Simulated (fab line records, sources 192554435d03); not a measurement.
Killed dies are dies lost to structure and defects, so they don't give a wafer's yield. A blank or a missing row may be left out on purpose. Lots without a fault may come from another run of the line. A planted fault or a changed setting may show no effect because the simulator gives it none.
Chamber matching | flow n5_finfet | N5_BEOL_M6_ALD_77 on ald_metal-04: 4 sister chambers
The step deposits TaN, target thk 2 nm, pulse time 2 s, purge time 3 s. 18 wafers are shown with their chamber, then 9 later ones without.

WAFERS WITH THEIR CHAMBER
wafer  | chamber | heater_power_w (W) | chamber_pressure_Torr (Torr) | precursor_vessel_pressure_torr (Torr)
L077.1 | 2       | 369                | 2.999                        | 26.22
L077.5 | 3       | 417                | 3.000                        | 26.30
L077.6 | 0       | 381                | 2.987                        | 26.30
L076.1 | 3       | 427                | 3.004                        | 26.26
L076.3 | 0       | 382                | 3.010                        | 26.30
L076.4 | 2       | 362                | 3.006                        | 26.21
L078.3 | 1       | 460                | 3.004                        | 26.23
L078.4 | 2       | 378                | 2.997                        | 26.32
L078.6 | 0       | 388                | 3.006                        | 26.30
L080.1 | 0       | 366                | 3.003                        | 26.30
L080.3 | 3       | 419                | 2.997                        | 26.24
L080.5 | 3       | 421                | 3.002                        | 26.25
L083.2 | 0       | 371                | 3.005                        | 26.25
L083.5 | 3       | 424                | 3.002                        | 26.14
L083.6 | 0       | 388                | 2.998                        | 26.20
L087.3 | 2       | 362                | 2.991                        | 26.22
L087.4 | 0       | 381                | 2.991                        | 26.22
L087.6 | 0       | 385                | 3.012                        | 26.20

SIGNATURES (means of the wafers above)
reading                        | chamber 0 | chamber 1 | chamber 2 | chamber 3 | scatter within a chamber
heater_power_w                 | 380.25    | 460.00    | 367.75    | 421.60    | 6.93
chamber_pressure_Torr          | 3.00150   | 3.00400   | 2.99825   | 3.00100   | 0.00703
precursor_vessel_pressure_torr | 26.2587   | 26.2300   | 26.2425   | 26.2380   | 0.0517
Rule: a wafer's distance from a chamber is the root of the sum, over the readings, of the square of ((its reading less the chamber's mean) divided by the reading's scatter). The wafer belongs to the nearest chamber; if the next one is less than 2 further off, it can't be placed. The scatter: the root of (the sum of the squares of (reading less its chamber's mean) over the shown wafers, divided by (wafers less chambers)).

WAFERS WITHOUT THEIR CHAMBER
wafer  | heater_power_w (W) | chamber_pressure_Torr (Torr) | precursor_vessel_pressure_torr (Torr)
L089.1 | 411                | 2.991                        | 26.14
L089.2 | 460                | 2.999                        | 26.25
L089.4 | 369                | 2.995                        | 26.24
L088.1 | 379                | 2.990                        | 26.43
L088.2 | 467                | 3.002                        | 26.27
L088.6 | 370                | 3.006                        | 26.31
L094.1 | 424                | 3.001                        | 26.28
L094.4 | 363                | 3.003                        | 26.21
L094.6 | 383                | 3.004                        | 26.24

WHICH CHAMBER EACH WENT THROUGH
wafer  | from the rows above     | in truth
L089.1 | 3                       | 3
L089.2 | 1                       | 1
L089.4 | can't be placed: 2 or 0 | 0
L088.1 | can't be placed: 0 or 2 | 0
L088.2 | 1                       | 1
L088.6 | can't be placed: 2 or 0 | 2
L094.1 | 3                       | 3
L094.4 | can't be placed: 2 or 0 | 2
L094.6 | can't be placed: 0 or 2 | 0
Placed correctly: 4 of 9. Can't be placed from these rows: 5 (the true chamber is among the candidates in 5). Placed wrongly: 0.
